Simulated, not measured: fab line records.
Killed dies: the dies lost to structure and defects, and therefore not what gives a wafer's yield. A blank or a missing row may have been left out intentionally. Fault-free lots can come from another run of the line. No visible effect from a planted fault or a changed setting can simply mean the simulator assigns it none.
Chamber matching    flow nand harc    pecvd-04 running NHARC_A_CONTACT_DEP_85: 3 sister chambers
The step deposits SiON, target thk 60 nm. 3 wafers are shown with their chamber, then 8 later ones without.

WAFERS PAIRED WITH THEIR CHAMBERS
wafer   chamber  heater power w (W)
L085.1  0        724
L085.6  1        549
L087.1  2        671

WAFERS MISSING THEIR CHAMBER
wafer   heater power w (W)
L087.4  628
L087.6  730
L089.1  748
L089.4  770
L089.5  586
L094.1  680
L094.4  692
L094.5  561

THE CHAMBER EACH PASSED THROUGH
wafer   from the rows above           in truth
L087.4  can't be placed: 2 or 1 or 0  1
L087.6  can't be placed: 0 or 2       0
L089.1  can't be placed: 0 or 2       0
L089.4  can't be placed: 0 or 2       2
L089.5  can't be placed: 1 or 2       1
L094.1  can't be placed: 2 or 0       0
L094.4  can't be placed: 2 or 0       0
L094.5  1                             1
Correctly placed: 1 of 8. These rows do not allow placing 7 (true chamber among the candidates in 7). Number placed wrongly: 0.
How it was worked out, from the rows above alone: a wafer's distance from a chamber is the root of the sum, over the readings, of the square of ((its reading less the chamber's mean) divided by the reading's scatter). The wafer belongs to the nearest chamber; if the next one is less than 2 further off, it can't be placed. Each chamber's mean is taken over the wafers shown for it. The scatter (one wafer shown for each chamber): square how far every hidden wafer sits from the nearest shown wafer, average those squares and take the square root.
